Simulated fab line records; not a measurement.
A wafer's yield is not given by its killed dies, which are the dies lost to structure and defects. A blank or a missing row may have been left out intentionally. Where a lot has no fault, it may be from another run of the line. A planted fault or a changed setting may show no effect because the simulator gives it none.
Chamber matching    flow n5-finfet    rie-diel-06 running N5_SD_EPI_N_ETCH_35: 4 sister chambers
The step etches SOC in N2/H2, overetch 108 nm, time 486 s. 4 wafers are shown with their chamber, then 9 later ones without.

== WAFERS WITH THEIR CHAMBER ==
wafer   chamber  showerhead-plenum-p-Torr (Torr)
L081.2  3        2.71
L087.2  0        2.69
L087.3  2        2.43
L087.4  1        2.58

== WAFERS MISSING THEIR CHAMBER ==
wafer   showerhead-plenum-p-Torr (Torr)
L094.2  2.70
L094.4  2.43
L094.5  2.43
L096.2  2.57
L096.3  2.68
L096.4  2.69
L097.1  2.69
L097.3  2.43
L097.6  2.68

== WHICH CHAMBER EACH ONE RAN IN ==
wafer    from the rows above       in truth
L094.2   can't be placed: 3 or 0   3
L094.4   2                         2
L094.5   2                         2
L096.2   1                         1
L096.3   0                         0
L096.4   0                         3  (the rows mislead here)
L097.1   0                         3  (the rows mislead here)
L097.3   2                         2
L097.6   0                         0
Placed correctly: 6 of 9. Not placeable from these rows: 1 (in 1, the candidates include the true chamber). Placed wrongly: 2.
How it was worked out, from the rows above alone: a wafer's distance from a chamber is the root of the sum, over the readings, of the square of ((its reading less the chamber's mean) divided by the reading's scatter). If the next closest chamber is less than 2 further off than the closest, the wafer can't be placed; otherwise it belongs to the closest. The mean given for a chamber averages the wafers shown for that chamber. The scatter: with one shown wafer a chamber, the root of the mean of the squares of how far each hidden wafer lies from its nearest shown one.
